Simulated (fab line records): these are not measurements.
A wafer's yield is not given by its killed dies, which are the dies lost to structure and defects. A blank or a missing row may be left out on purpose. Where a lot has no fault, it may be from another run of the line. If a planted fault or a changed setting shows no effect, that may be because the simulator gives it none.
fab line records	flow n5-finfet
[record] lots = 7	wafers = 39
route steps=1938 shown DUMMY_GATE@228 SD_EPI_P@321 SD_ACTIVATION@330 HKMG_FIN@435 GATE_CUT@500
start-h: the number of hours between the record's first day and the start of the first shown wafer of the lot	wait-h: time in hours since the lot's previous step	" the same as in the row above	L1.1+2: several wafers, shown together as one row	- no value, or no start was given	* or withheld: withheld	< > ~ a bound
route shown NAME@n: NAME is a module with steps in the file, n the number in the route of the first one	usual: average and standard deviation across the fault-free wafers	same: alike in all rows	chamber/n: place in a boat	sites: readings site by site	_std_site: the values' standard deviation	_edge_site: mean of outer sites minus mean of inner sites	radius-mm: for every site, how far away it sits from the centre of the wafer	mask NAME#n: copy n	behind: tool/chamber where the wafer was last shaped	hold: cause of the lot's hold/its duration in hours/its outcome	device: whichever transistor did not switch (one of n, p or np)	end of line: the same wafers' tests at the end of the route	a step without rows: its recipe alone	killed: at the first sort, the dies lost to defects and structure; wafer yield is something else	map: shows each die of a wafer: x if killed, . if not, _ if none is there
set.NAME: the setting the step ran with; set.NAME@STEP: the setting that earlier step ran with	model.NAME: the simulator's own value behind a step, which no gauge read
lots where settings were altered on purpose, with a table for each step and a row for each wafer
[[steps]]
[step N5_DUMMY_GATE_EXPOSE_12]
[recipe] mask-id = GATE	na = 0.33	source-shape = annular	sigma-inner = 0.2	sigma-outer = 0.6	polarization = unpolarized	target-cd-nm = 25	dose-mj = 34
lot.wafer	tool	chamber	start-h	wait-h	mask	set.dose-mj
L074.2+4+5	euv-scanner-02	0	46.38	-	GATE#0	34
L078.1+2+3+4+5+6	euv-scanner-02	0	72.81	-	GATE#0	34
L079.1+4+6	euv-scanner-02	0	76.19	-	GATE#0	34
L079.2+3+5	"	0	"	"	GATE#0	36.17
L083.1+3+6	euv-scanner-02	0	101.37	-	GATE#0	34
L083.2+4+5	"	0	"	"	GATE#0	34.91
L089.1+3+5	euv-scanner-02	0	143.98	-	GATE#0	32.37
L089.2+4+6	"	0	"	"	GATE#0	34
L094.1+2+5	euv-scanner-01	0	165.42	-	GATE#0	35.83
L094.3+4+6	"	0	"	"	GATE#0	34
L096.1+2+3+4+5+6	euv-scanner-01	0	177.66	-	GATE#0	34
[step N5_DUMMY_GATE_PEB_13]
[recipe] peb-temp-c = 100	peb-time-s = 60	resist = CAR-EUV
[step N5_DUMMY_GATE_DEVELOP_14]
[recipe] develop-time-s = 30	developer = TMAH	resist = CAR-EUV	rinse-liquid = surfactant-rinse	dry = air-spin	dev-temp-c = 23
[step N5_DUMMY_GATE_CD_MEAS_15]
[recipe] target-cd-nm = 25.8	landing-energy-ev = 500	detector = se-inlens
[usual] cd-nm = 24.97/0.27
lot.wafer	tool	chamber	start-h	wait-h	set.dose-mj@DUMMY_GATE_EXPOSE_12	cd-nm
L074.2	cd-sem-02	0	46.51	-	34	24.77
L074.4	"	0	"	"	34	24.75
L074.5	"	0	"	"	34	24.54
L078.1	cd-sem-01	0	72.94	-	34	25.16
L078.2	"	0	"	"	34	25.09
L078.3	"	0	"	"	34	24.84
L078.4	"	0	"	"	34	24.80
L078.5	"	0	"	"	34	24.59
L078.6	"	0	"	"	34	24.68
L079.1	cd-sem-02	0	76.32	-	34	25.24
L079.2	"	0	"	"	36.17	24.04
L079.3	"	0	"	"	36.17	24.11
L079.4	"	0	"	"	34	25.17
L079.5	"	0	"	"	36.17	24.24
L079.6	"	0	"	"	34	25.23
L083.1	cd-sem-01	0	101.50	-	34	25.25
L083.2	"	0	"	"	34.91	24.49
L083.3	"	0	"	"	34	24.61
L083.4	"	0	"	"	34.91	24.55
L083.5	"	0	"	"	34.91	24.40
L083.6	"	0	"	"	34	25.08
L089.1	cd-sem-01	0	144.10	-	32.37	25.60
L089.2	"	0	"	"	34	24.68
L089.3	"	0	"	"	32.37	26.07
L089.4	"	0	"	"	34	25.09
L089.5	"	0	"	"	32.37	25.63
L089.6	"	0	"	"	34	24.75
L094.1	cd-sem-01	0	165.55	-	35.83	23.86
L094.2	"	0	"	"	35.83	23.79
L094.3	"	0	"	"	34	24.82
L094.4	"	0	"	"	34	25.13
L094.5	"	0	"	"	35.83	23.93
L094.6	"	0	"	"	34	25.21
L096.1	cd-sem-03	0	177.79	-	34	24.84
L096.2	"	0	"	"	34	25.18
L096.3	"	0	"	"	34	25.35
L096.4	"	0	"	"	34	24.98
L096.5	"	0	"	"	34	24.88
L096.6	"	0	"	"	34	24.84
[step N5_DUMMY_GATE_ETCH_42]
[recipe] chemistry = CHF3/O2	target = SiO2	target-depth-a = 35	time-s = 31	ion-energy-ev = 30	bias-w = 12	pressure-mtorr = 30	source-w = 600	Ar_flow_sccm = 200	CHF3_flow_sccm = 50	O2_flow_sccm = 5
[usual] rf-vpp-V = 43.0/1.2
lot.wafer	tool	chamber	start-h	wait-h	set.bias-w	rf-vpp-V
L074.2	rie-diel-06	2	47.88	0.0	12	42.9
L074.4	"	0	"	"	12	45.3
L074.5	"	3	"	"	12	41.5
L078.1	rie-diel-06	2	74.34	0.2	12	44.4
L078.2	"	0	"	"	12	43.4
L078.3	"	1	"	"	12	43.6
L078.4	"	1	"	"	12	43.6
L078.5	"	0	"	"	12	43.4
L078.6	"	2	"	"	12	43.9
L079.1	rie-diel-02	0	77.43	0.0	12	42.9
L079.2	"	2	"	"	11.17	40.2
L079.3	"	1	"	"	11.17	41.0
L079.4	"	2	"	"	11.17	39.5
L079.5	"	0	"	"	12	44.7
L079.6	"	1	"	"	12	43.1
L083.1	rie-diel-01	3	102.55	0.1	12	41.9
L083.2	"	1	"	"	10.21	36.8
L083.3	"	2	"	"	10.21	39.9
L083.4	"	0	"	"	12	41.7
L083.5	"	0	"	"	10.21	37.6
L083.6	"	3	"	"	12	41.6
L089.1	rie-diel-02	2	145.19	0.1	10.04	38.3
L089.2	"	3	"	"	12	40.9
L089.3	"	0	"	"	12	42.8
L089.4	"	1	"	"	10.04	37.7
L089.5	"	0	"	"	12	44.2
L089.6	"	1	"	"	10.04	37.3
L094.1	rie-diel-06	3	166.90	0.2	12	41.5
L094.2	"	0	"	"	12	43.7
L094.3	"	2	"	"	12	43.1
L094.4	"	1	"	"	12	44.5
L094.5	"	0	"	"	12	42.4
L094.6	"	1	"	"	12	44.8
L096.1	rie-diel-06	2	179.32	0.0	10.23	39.2
L096.2	"	1	"	"	12	43.2
L096.3	"	3	"	"	12	41.8
L096.4	"	0	"	"	12	43.6
L096.5	"	1	"	"	10.23	37.3
L096.6	"	0	"	"	10.23	38.4
[step N5_SD_EPI_P_EPI_21]
[recipe] material = SiGe:B	dopant = B	temp-c = 550	pressure-torr = 20	ambient = H2	time-s = 355
lot.wafer	tool	chamber	start-h	wait-h	set.temp-c	model.SiGe-B_of_SD_EPI_P_EPI_21.thk-nm
L074.2+4	epi-rpcvd-01	0	56.51	0.6	550	59.8
L074.5	"	0	57.95	2.0	550	60.4
L078.1+5	epi-rpcvd-03	0	84.73	0.1	550	59.4
L078.2+6	"	0	"	"	552.9	63.6
L078.3	"	0	"	"	552.9	65
L078.4	"	0	"	"	550	59.2
L079.1+5+6	epi-rpcvd-01	0	85.16	0.2	550	60
L079.2+3+4	"	0	"	"	550	59.8
L083.1	epi-rpcvd-01	0	109.69	0.1	550	61.8
L083.2	"	0	"	"	550	61.6
L083.3	"	0	"	"	546.7	57.6
L083.4+6	"	0	"	"	546.7	57.4
L083.5	"	0	"	"	550	62
L089.1+2	epi-rpcvd-01	0	152.32	0.1	552.9	65.4
L089.3	"	0	"	"	550	60.8
L089.4	"	0	"	"	550	62
L089.5	"	0	"	"	552.9	64.6
L089.6	"	0	"	"	550	61.8
L094.1+6	epi-rpcvd-02	0	173.93	0.2	550	60.2
L094.2	"	0	"	"	546	55.6
L094.3	"	0	"	"	546	55.2
L094.4	"	0	"	"	550	61
L094.5	"	0	"	"	546	54.8
L096.1+3	epi-rpcvd-01	0	188.57	0.1	550	61.2
L096.2	"	0	"	"	550	60.4
L096.4+5	"	0	"	"	550	61
L096.6	"	0	"	"	550	61.8
[step N5_SD_EPI_P_EPI_MEAS_23]
[recipe] mode = xrd
[usual] thk-nm = 60.9/1.3
lot.wafer	tool	chamber	start-h	wait-h	set.temp-c@SD_EPI_P_EPI_21	thk-nm
L074.2	film-metro-02	-	58.95	2.0	550	58.8
L074.4	"	-	"	"	550	60.9
L074.5	"	-	"	"	550	61.0
L078.1	film-metro-02	-	86.92	1.8	550	59.5
L078.2	"	-	"	"	552.9	66.1
L078.3	"	-	"	"	552.9	62.5
L078.4	"	-	"	"	550	58.4
L078.5	"	-	"	"	550	59.1
L078.6	"	-	"	"	552.9	62.7
L079.1	film-metro-01	-	88.08	2.4	550	61.5
L079.2	"	-	"	"	550	59.5
L079.3	"	-	"	"	550	59.6
L079.4	"	-	"	"	550	60.6
L079.5	"	-	"	"	550	58.4
L079.6	"	-	"	"	550	60.1
L083.1	film-metro-02	-	111.89	1.8	550	61.2
L083.2	"	-	"	"	550	60.2
L083.3	"	-	"	"	546.7	58.6
L083.4	"	-	"	"	546.7	56.6
L083.5	"	-	"	"	550	62.9
L083.6	"	-	"	"	546.7	57.7
L089.1	film-metro-02	-	154.52	1.8	552.9	65.2
L089.2	"	-	"	"	552.9	65.8
L089.3	"	-	"	"	550	60.7
L089.4	"	-	"	"	550	62.9
L089.5	"	-	"	"	552.9	65.0
L089.6	"	-	"	"	550	61.7
L094.1	film-metro-02	-	176.85	2.4	550	61.9
L094.2	"	-	"	"	546	54.2
L094.3	"	-	"	"	546	55.4
L094.4	"	-	"	"	550	60.5
L094.5	"	-	"	"	546	55.1
L094.6	"	-	"	"	550	60.6
L096.1	film-metro-02	-	190.77	1.8	550	61.2
L096.2	"	-	"	"	550	61.2
L096.3	"	-	"	"	550	62.1
L096.4	"	-	"	"	550	61.7
L096.5	"	-	"	"	550	61.2
L096.6	"	-	"	"	550	64.6
[step N5_SD_EPI_P_HM_STRIP_48]
[recipe] chemistry = H3PO4	temp-c = 160	material = SiNx	target = SiNx	target-depth-a = 30	overetch-fraction = 0.3
[step N5_SD_EPI_P_SRD_49]
[recipe] dry = ipa-marangoni	time-s = 30	temp-c = 23	rinse-liquid = diw
[step N5_SD_ACTIVATION_RTA_00]
[recipe] temp-c = 975	time-s = 0	ambient = N2	idle-temp-c = 600	ramp-up-c-per-s = 150	ramp-down-c-per-s = 60	cool-to-c = 600
[step N5_SD_ACTIVATION_LSA_01]
[recipe] temp-c = 1080	time-s = 0.0008	ambient = N2
[step N5_SD_ACTIVATION_RS_MEAS_03]
[recipe] thk-meas-gauge = four-point-probe
[usual] RS_SD_N = 21.9/0.33	RS_SD_P = 56.2/0.9
lot.wafer	tool	chamber	start-h	wait-h	set.temp-c@SD_EPI_P_EPI_21	RS_SD_N[ohm/sq]	RS_SD_P[ohm/sq]
L074.2	film-metro-02	-	59.78	0.2	550	22.2	58.2
L074.4	"	-	"	"	550	22.3	57.6
L074.5	"	-	"	"	550	21.9	57.2
L078.1	film-metro-01	-	87.57	0.2	550	21.9	58.0
L078.2	"	-	"	"	552.9	21.9	53.7
L078.3	"	-	"	"	552.9	21.9	52.7
L078.4	"	-	"	"	550	21.8	58.1
L078.5	"	-	"	"	550	21.8	58.4
L078.6	"	-	"	"	552.9	22.2	53.6
L079.1	film-metro-01	-	88.74	0.2	550	22.6	56.5
L079.2	"	-	"	"	550	22.6	56.0
L079.3	"	-	"	"	550	22.6	56.3
L079.4	"	-	"	"	550	23.0	56.0
L079.5	"	-	"	"	550	22.6	56.1
L079.6	"	-	"	"	550	22.7	56.3
L083.1	film-metro-01	-	112.61	0.2	550	21.4	56.2
L083.2	"	-	"	"	550	21.8	56.1
L083.3	"	-	"	"	546.7	21.8	60.2
L083.4	"	-	"	"	546.7	21.1	60.4
L083.5	"	-	"	"	550	21.5	56.1
L083.6	"	-	"	"	546.7	21.4	60.1
L089.1	film-metro-01	-	155.12	0.2	552.9	22.5	51.6
L089.2	"	-	"	"	552.9	22.7	51.8
L089.3	"	-	"	"	550	22.1	56.0
L089.4	"	-	"	"	550	22.6	54.8
L089.5	"	-	"	"	552.9	22.3	52.3
L089.6	"	-	"	"	550	22.5	54.8
L094.1	film-metro-02	-	177.45	0.2	550	21.7	57.4
L094.2	"	-	"	"	546	21.8	62.1
L094.3	"	-	"	"	546	21.7	62.8
L094.4	"	-	"	"	550	21.5	56.2
L094.5	"	-	"	"	546	22.1	63.2
L094.6	"	-	"	"	550	21.3	57.2
L096.1	film-metro-01	-	191.37	0.2	550	22.0	56.6
L096.2	"	-	"	"	550	21.7	57.2
L096.3	"	-	"	"	550	22.1	56.8
L096.4	"	-	"	"	550	22.0	56.6
L096.5	"	-	"	"	550	21.8	56.5
L096.6	"	-	"	"	550	21.9	56.1
[step N5_HKMG_FIN_ETCH_32]
[recipe] chemistry = N2/H2	target = SOC	target-depth-a = 2400	temp-c = 40	time-s = 300	ion-energy-ev = 200	mask-material = SiARC	pressure-mtorr = 30	source-w = 840	bias-w = 150	n2-flow-sccm = 200	h2-flow-sccm = 200
[usual] rf-vpp-V = 524.2/2.5
lot.wafer	tool	chamber	start-h	wait-h	set.bias-w	rf-vpp-V
L074.2	rie-diel-03	1	76.26	0.0	150	523.1
L074.4	"	2	"	"	150	527.5
L074.5	"	1	"	"	150	522.8
L078.1	rie-diel-05	0	104.78	0.0	122.7	460.3
L078.2	"	1	"	"	150	528.0
L078.3	"	2	"	"	150	525.5
L078.4	"	3	"	"	122.7	463.2
L078.5	"	3	"	"	150	523.9
L078.6	"	0	"	"	122.7	460.8
L079.1	rie-diel-03	0	110.02	0.0	126.3	470.3
L079.2	"	2	"	"	150	527.9
L079.3	"	3	"	"	150	524.6
L079.4	"	0	"	"	126.3	470.7
L079.5	"	2	"	"	126.3	474.2
L079.6	"	3	"	"	150	525.7
L083.1	rie-diel-04	3	129.36	0.0	150	524.2
L083.2	"	1	"	"	150	520.0
L083.3	"	0	"	"	129.4	473.6
L083.4	"	2	"	"	129.4	475.5
L083.5	"	2	"	"	129.4	474.4
L083.6	"	3	"	"	150	522.4
L089.1	rie-diel-04	3	171.82	0.0	160.7	545.0
L089.2	"	0	"	"	150	520.5
L089.3	"	2	"	"	150	521.7
L089.4	"	1	"	"	160.7	544.7
L089.5	"	0	"	"	160.7	542.6
L089.6	"	1	"	"	150	520.1
L094.1	rie-diel-05	2	194.69	0.0	150	524.0
L094.2	"	1	"	"	158.3	546.8
L094.3	"	0	"	"	158.3	539.9
L094.4	"	3	"	"	158.3	540.4
L094.5	"	1	"	"	150	527.3
L094.6	"	0	"	"	150	523.0
L096.1	rie-diel-04	3	209.15	0.0	150	522.0
L096.2	"	2	"	"	134.8	488.5
L096.3	"	1	"	"	150	521.5
L096.4	"	0	"	"	134.8	485.7
L096.5	"	0	"	"	134.8	485.2
L096.6	"	3	"	"	150	523.1
[step N5_GATE_CUT_CUT_ETCH_53]
[recipe] chemistry = SF6/Cl2	target = W	mask-material = SiO2	target-depth-a = 792	pressure-mtorr = 8	icp-w = 900	bias-w = 80	SF6_flow_sccm = 40	Cl2_flow_sccm = 60	ends = cleared
[usual] etch-rf-on-time-s = 26.7/0.63
lot.wafer	tool	chamber	start-h	wait-h	set.icp-w	etch-rf-on-time-s
L074.2	rie-metal-03	1	84.82	0.1	900	27.0
L074.4	"	1	"	"	900	27.1
L074.5	"	0	"	"	900	26.4
L078.1	rie-metal-03	1	113.52	0.1	1034	24.4
L078.2	"	0	"	"	900	26.7
L078.3	"	0	"	"	900	26.9
L078.4	"	1	"	"	1034	24.1
L078.5	"	1	"	"	1034	23.9
L078.6	"	0	"	"	900	26.8
L079.1	rie-metal-01	1	119.19	0.1	900	26.3
L079.2	"	0	"	"	839.8	28.5
L079.3	"	1	"	"	839.8	28.3
L079.4	"	0	"	"	900	26.8
L079.5	"	1	"	"	839.8	28.0
L079.6	"	0	"	"	900	26.7
L083.1	rie-metal-01	1	138.03	0.1	900	26.0
L083.2	"	0	"	"	900	26.8
L083.3	"	0	"	"	900	26.8
L083.4	"	1	"	"	946.8	25.0
L083.5	"	1	"	"	946.8	25.0
L083.6	"	0	"	"	946.8	25.8
L089.1	rie-metal-01	0	180.43	0.1	900	26.9
L089.2	"	1	"	"	900	26.0
L089.3	"	1	"	"	835.4	27.6
L089.4	"	0	"	"	900	26.9
L089.5	"	0	"	"	835.4	28.7
L089.6	"	1	"	"	835.4	27.8
L094.1	rie-metal-01	0	204.55	0.1	900	26.8
L094.2	"	1	"	"	900	25.8
L094.3	"	0	"	"	900	26.9
L094.4	"	1	"	"	900	26.1
L094.5	"	0	"	"	900	26.7
L094.6	"	1	"	"	900	25.9
L096.1	rie-metal-03	0	218.13	0.1	769.8	30.6
L096.2	"	1	"	"	900	27.3
L096.3	"	0	"	"	900	26.9
L096.4	"	1	"	"	769.8	30.9
L096.5	"	1	"	"	769.8	31.1
L096.6	"	0	"	"	900	27.0
[[key]]
[split] step = N5_DUMMY_GATE_EXPOSE_12	setting = dose-mj	stated = 34	by = wafer
[response] step = N5_DUMMY_GATE_CD_MEAS_15	reading = cd-nm	change = -0.192	per = 1%	r = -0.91
[split] step = N5_DUMMY_GATE_ETCH_42	setting = bias-w	stated = 12	by = wafer
[response] step = N5_DUMMY_GATE_ETCH_42	reading = rf-vpp-V	change = +0.298	per = 1%	r = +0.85
[split] step = N5_SD_EPI_P_EPI_21	setting = temp-c	stated = 550	by = wafer
[response] step = N5_SD_EPI_P_EPI_21	reading = model.SiGe-B_of_SD_EPI_P_EPI_21.thk-nm	change = +7.49	per = 1%	r = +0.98
[response] step = N5_SD_EPI_P_EPI_MEAS_23	reading = thk-nm	change = *	per = 1%	r = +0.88
[response] step = N5_SD_ACTIVATION_RS_MEAS_03	reading = RS_SD_P	change = -7.57	per = 1%	r = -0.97
[split] step = N5_HKMG_FIN_ETCH_32	setting = bias-w	stated = 150	by = wafer
[response] step = N5_HKMG_FIN_ETCH_32	reading = rf-vpp-V	change = +3.47	per = 1%	r = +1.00
[split] step = N5_GATE_CUT_CUT_ETCH_53	setting = icp-w	stated = 900	by = wafer
[response] step = N5_GATE_CUT_CUT_ETCH_53	reading = etch-rf-on-time-s	change = *	per = 1%	r = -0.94
